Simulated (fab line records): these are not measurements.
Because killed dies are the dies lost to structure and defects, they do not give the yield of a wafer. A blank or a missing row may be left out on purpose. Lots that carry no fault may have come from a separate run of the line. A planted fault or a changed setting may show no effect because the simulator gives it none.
Split-lot study | flow n5 finfet | 7 lots, 21 wafers read, on a route of 1938 steps

== SPLIT DETAILS ==
At N5_BEOL_M12_TRENCH_ETCH_34 (etches SiOC in C4F8/O2/Ar, target depth 318.95 nm, time 125.5 s), the setting time s was moved away from the recipe's 125.5 s on 7 of the 21 wafers read, by -20.6% to +18.2%. This setting was run at the recipe's value on the other wafers.

== FROM THE SPLIT TO THE READING: what the file shows between them, 10 steps ==
- N5_BEOL_M12_STRIP_70: strips in C4F8/O2/Ar
- N5_BEOL_M12_OCD_MEAS_35
- N5_BEOL_M12_STRIP_37: strips in N2/H2
- N5_BEOL_M12_ETCH_38: etches SiCN in CF4/N2, target depth 68.7 nm, time 73.4 s
- N5_BEOL_M12_ECD_47: material Cu, target thk 720 nm
- N5_BEOL_M12_ANNEAL_48: time 90 s
- N5_BEOL_M12_CMP_49: polishes, stops on SiOC, t overpolish 20.6 s, target thk 320 nm
- N5_BEOL_M12_THK_MEAS_50: measures by xrf
- N5_BEOL_M12_PRE_CLEAN_52: time 15 s
- N5_BEOL_M12_DEP_53: deposits SiCN from 3MS/NH3, target thk 30 nm, time 10.5 s

== THE READING ==
M12_RS (ohm/sq), read at N5_BEOL_M12_RS_MEAS_54 with a four-point probe. Typical for fault-free wafers on this fab line: 0.0599 ohm/sq, with standard deviation 0.00084 ohm/sq.

wafer  | tool, chamber at the split | time s as run, s | against the recipe | M12_RS, ohm/sq | against lot-mates on the recipe
L076.2 | rie diel-03, 3             | 125.5            | recipe             | 0.0583         | -
L076.5 | rie diel-03, 0             | 125.5            | recipe             | 0.0600         | -
L076.6 | rie diel-03, 1             | 125.5            | recipe             | 0.0602         | -
L080.1 | rie diel-04, 0             | 148.4            | +18.2%             | 0.0508         | -0.0100
L080.3 | rie diel-04, 3             | 148.4            | +18.2%             | 0.0508         | -0.0100
L080.6 | rie diel-04, 0             | 125.5            | recipe             | 0.0608         | -
L079.1 | rie diel-04, 0             | 99.63            | -20.6%             | 0.0773         | +0.0176
L079.2 | rie diel-04, 2             | 99.63            | -20.6%             | 0.0761         | +0.0164
L079.3 | rie diel-04, 3             | 125.5            | recipe             | 0.0597         | -
L083.4 | rie diel-04, 2             | 125.5            | recipe             | 0.0600         | -
L083.5 | rie diel-04, 3             | 125.5            | recipe             | 0.0602         | -
L083.6 | rie diel-04, 0             | 143.3            | +14.2%             | 0.0532         | -0.0069
L086.2 | rie diel-06, 3             | 125.5            | recipe             | 0.0591         | -
L086.3 | rie diel-06, 1             | 125.5            | recipe             | 0.0593         | -
L086.4 | rie diel-06, 2             | 125.5            | recipe             | 0.0591         | -
L091.1 | rie diel-06, 2             | 125.5            | recipe             | 0.0614         | -
L091.2 | rie diel-06, 1             | 139.2            | +10.9%             | 0.0539         | -0.0075
L091.3 | rie diel-06, 0             | 139.2            | +10.9%             | 0.0544         | -0.0070
L092.3 | rie diel-04, 0             | 125.5            | recipe             | 0.0609         | -
L092.4 | rie diel-04, 2             | 125.5            | recipe             | 0.0597         | -
L092.5 | rie diel-04, 1             | 125.5            | recipe             | 0.0599         | -

FIT RESULTS
A straight line over all 21 wafers: M12_RS changes by -0.00065 ohm/sq for each +1% of time s; r = -0.97; the points scatter about the line by 0.0015 ohm/sq.
The same after taking each lot's own level away (the mean of its wafers on the recipe; 21 wafers): -0.000687 ohm/sq for each +1%; r = -0.98; scatter 0.0013 ohm/sq.
The reading moves by 0.014 ohm/sq for the largest change in time s, on that fit.
From 0.05917 to 0.06140 ohm/sq: that is the span of the lots' own levels, equal to 2.7 times the standard deviation above.
The two slopes agree, so the slope changes little with the lot-to-lot level.
Check: for one of the wafers moved furthest among these (-20.6%), held out of the fit, the line's prediction against its lot-mates is +0.0136 ohm/sq. It came out at +0.0176 ohm/sq against them.

== THESE WAFERS: OTHER SPLITS ==
Note: prior to the reading, these wafers also went through further splits. Each is held against what the fit with the lots' levels taken away leaves over:
other split on the same wafers | wafers away from the commonest value | r with M12_RS (lot level and that fit taken away)
N5_BEOL_M10_EXPOSE_08 dose mj  | 6                                    | -0.05
N5_BEOL_M11_PECVD_70 temp c    | 9                                    | +0.17
N5_BEOL_M11_COAT_05 spin rpm   | 4                                    | -0.01
N5_BEOL_M12_ETCH_68 time s     | 4                                    | +0.05

== THE WHOLE CHAIN: every reading that the file lists as answering this split, in the file's order ==
step                       | what it does                                                    | reading                                                                       | change (the file's fit)               | r (the file's)
N5_BEOL_M12_TRENCH_ETCH_34 | etches SiOC in C4F8/O2/Ar, target depth 318.95 nm, time 125.5 s | etch.depth nm (the simulator's own value, which no gauge read)                | +3.25 nm for each +1% of the setting  | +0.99
N5_BEOL_M12_OCD_MEAS_35    |                                                                 | trench depth nm                                                               | +3.26 nm for each +1% of the setting  | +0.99
N5_BEOL_M12_CMP_49         | polishes, stops on SiOC, t overpolish 20.6 s, target thk 320 nm | Cu_of_BEOL_M12_ECD_47.thk nm (the simulator's own value, which no gauge read) | +3.23 nm for each +1% of the setting  | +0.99
N5_BEOL_M12_THK_MEAS_50    | measures by xrf                                                 | M12_THK                                                                       | +3.2 for each +1% of the setting      | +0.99
N5_BEOL_M12_RS_MEAS_54     | measures by four-point-probe                                    | M12_RS                                                                        | -0.000659 for each +1% of the setting | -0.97

== FILE'S OWN FIT ==
M12_RS changes by -0.000659 ohm/sq for each +1% of time s, r = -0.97.
